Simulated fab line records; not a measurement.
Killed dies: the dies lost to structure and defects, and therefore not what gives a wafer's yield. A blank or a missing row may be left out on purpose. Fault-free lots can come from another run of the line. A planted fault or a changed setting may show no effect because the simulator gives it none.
Matching of chambers	flow n5_finfet	N5_STI_FIN_REVEAL_ALD_00 on ald_sin-02 has 4 sister chambers
The step deposits SiO2, target thk 1 nm, pulse time 1 s. 4 wafers are shown with their chamber, then 7 later ones without.

== WAFERS, EACH WITH ITS CHAMBER ==
wafer	chamber	heater_power_w (W)
L079.4	1	460
L082.5	0	507
L085.3	3	432
L085.4	2	483

== WAFERS WHOSE CHAMBER IS MISSING ==
wafer	heater_power_w (W)
L085.6	436
L087.2	487
L087.4	467
L087.5	445
L096.1	510
L096.5	432
L096.6	480

== EACH ONE'S CHAMBER ==
wafer	from the rows above	in truth
L085.6	3	3
L087.2	2	2
L087.4	can't be placed: 1 or 2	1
L087.5	can't be placed: 3 or 1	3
L096.1	0	0
L096.5	3	3
L096.6	2	2
5 of 7 placed correctly. Can't be placed from these rows: 2 (the true chamber is among the candidates in 2). Placed wrongly: 0.
How it was worked out, from the rows above alone: a wafer's distance from a chamber is the root of the sum, over the readings, of the square of ((its reading less the chamber's mean) divided by the reading's scatter). If the next closest chamber is less than 2 further off than the closest, the wafer can't be placed; otherwise it belongs to the closest. Each chamber's mean is taken over the wafers shown for it. The scatter: root of mean squared gap, hidden wafer to nearest shown wafer, with one shown wafer a chamber.
